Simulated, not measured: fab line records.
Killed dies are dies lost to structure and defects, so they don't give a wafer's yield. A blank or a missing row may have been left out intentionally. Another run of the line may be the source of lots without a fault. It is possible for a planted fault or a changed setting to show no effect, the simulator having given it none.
The tool behind it: which one? || flow n5 finfet || 10 lots with 30 wafers sampled at 4 steps, on a route of 1938 steps

## WHAT EACH GAUGE READ, for each wafer
N5_BEOL_M4_RC_MEAS_101.
{"lot": "L479", "measured": "day 7 22:57", "on": "prober-02", "ION_P (uA/um)": "466 450 457"}
{"lot": "L481", "measured": "day 8 16:59", "on": "prober-02", "ION_P (uA/um)": "452 435 444"}
{"lot": "L482", "measured": "day 9 05:14", "on": "prober-02", "ION_P (uA/um)": "453 462 459"}
{"lot": "L484", "measured": "day 9 11:07", "on": "prober-01", "ION_P (uA/um)": "461 455 448"}
{"lot": "L485", "measured": "day 9 12:15", "on": "prober-02", "ION_P (uA/um)": "460 466 467"}
{"lot": "L487", "measured": "day 9 13:34", "on": "prober-02", "ION_P (uA/um)": "417 399 404"}
{"lot": "L489", "measured": "day 10 09:46", "on": "prober-01", "ION_P (uA/um)": "456 457 459"}
{"lot": "L491", "measured": "day 11 13:04", "on": "prober-01", "ION_P (uA/um)": "419 409 416"}
{"lot": "L501", "measured": "day 13 22:01", "on": "prober-01", "ION_P (uA/um)": "462 474 464"}
{"lot": "L502", "measured": "day 14 01:53", "on": "prober-02", "ION_P (uA/um)": "473 475 473"}

## TOOL THAT RAN EACH LOT (tool first, then ch and the chambers of the sampled wafers, then the start)
{"lot": "L479", "N5_DUMMY_GATE_TRIM_49": "rie si-02 ch 0,1,2, day 3 00:49", "N5_SPACER0_ALD_07": "ald sin-02 ch 1,2,3, day 3 02:09", "N5_SPACER0_ALD_08": "ald sin-02 ch 1,2,3, day 3 02:34"}
{"lot": "L481", "N5_DUMMY_GATE_TRIM_49": "rie si-04 ch 1,2,3, day 3 14:13", "N5_SPACER0_ALD_07": "ald sin-04 ch 0,2,3, day 3 15:11", "N5_SPACER0_ALD_08": "ald sin-04 ch 0,2,3, day 3 15:36"}
{"lot": "L482", "N5_DUMMY_GATE_TRIM_49": "rie si-04 ch 0,3, day 3 18:35", "N5_SPACER0_ALD_07": "ald sin-03 ch 0,1,3, day 3 20:06", "N5_SPACER0_ALD_08": "ald sin-03 ch 0,1,3, day 3 20:31"}
{"lot": "L484", "N5_DUMMY_GATE_TRIM_49": "rie si-04 ch 1,2,3, day 4 04:25", "N5_SPACER0_ALD_07": "ald sin-02 ch 1,2,3, day 4 05:23", "N5_SPACER0_ALD_08": "ald sin-02 ch 1,2,3, day 4 05:47"}
{"lot": "L485", "N5_DUMMY_GATE_TRIM_49": "rie si-02 ch 2,3, day 4 11:36", "N5_SPACER0_ALD_07": "ald sin-03 ch 0,1,3, day 4 12:43", "N5_SPACER0_ALD_08": "ald sin-03 ch 0,1,3, day 4 13:07"}
{"lot": "L487", "N5_DUMMY_GATE_TRIM_49": "rie si-02 ch 0,2,3, day 4 21:34", "N5_SPACER0_ALD_07": "ald sin-03 ch 0,2, day 4 23:46", "N5_SPACER0_ALD_08": "ald sin-03 ch 0,2, day 5 00:10"}
{"lot": "L489", "N5_DUMMY_GATE_TRIM_49": "rie si-02 ch 0,1,2, day 5 13:33", "N5_SPACER0_ALD_07": "ald sin-04 ch 0,1,3, day 5 14:55", "N5_SPACER0_ALD_08": "ald sin-04 ch 0,1,3, day 5 15:19"}
{"lot": "L491", "N5_DUMMY_GATE_TRIM_49": "rie si-04 ch 0,1,2, day 6 04:54", "N5_SPACER0_ALD_07": "ald sin-04 ch 1,2,3, day 6 05:59", "N5_SPACER0_ALD_08": "ald sin-04 ch 1,2,3, day 6 06:23"}
{"lot": "L501", "N5_DUMMY_GATE_TRIM_49": "rie si-02 ch 0,1,2, day 8 12:01", "N5_SPACER0_ALD_07": "ald sin-02 ch 0,3, day 8 15:23", "N5_SPACER0_ALD_08": "ald sin-02 ch 0,3, day 8 15:48"}
{"lot": "L502", "N5_DUMMY_GATE_TRIM_49": "rie si-01 ch 0,1,3, day 8 17:07", "N5_SPACER0_ALD_07": "ald sin-02 ch 0,3, day 8 18:04", "N5_SPACER0_ALD_08": "ald sin-02 ch 0,3, day 8 18:29"}
- N5_DUMMY_GATE_TRIM_49: chemistry O2, time 29 s, target cd 14 nm.
- N5_SPACER0_ALD_07: deposits SiNx, target thk 2 nm.
- N5_SPACER0_ALD_08: deposits SiNx, target thk 2 nm.

## THE ANSWER, worked out from the rows above alone
Rule: the usual values come from the lots themselves. The widest of any qualifying gaps counts: lots, ordered by their means at a reading, are off when they make up no more than a third of the lots, leave a main group of 4 or more, and stand apart from it by 3 or more times the standard deviation of that group's means. The tables above print the reading to a certain number of digits; a main group whose means all agree to those digits is not used. Also off: a lot with no number at a reading for which 4 or more lots have one. All remaining lots with rows at the step are treated as sound.
Off: L487, L491, seen at N5_BEOL_M4_RC_MEAS_101 (ION_P). The main group: mean 460 uA/um, standard deviation 8.4.
If a tool, at a process step before that reading, ran all the lots that are off and no sound lot after the first of them, it fits. Gauges at N5_BEOL_M4_RC_MEAS_101: tried the same way as those tools. None of those tried fits.

## WHAT WAS PUT IN BY THE SIMULATOR
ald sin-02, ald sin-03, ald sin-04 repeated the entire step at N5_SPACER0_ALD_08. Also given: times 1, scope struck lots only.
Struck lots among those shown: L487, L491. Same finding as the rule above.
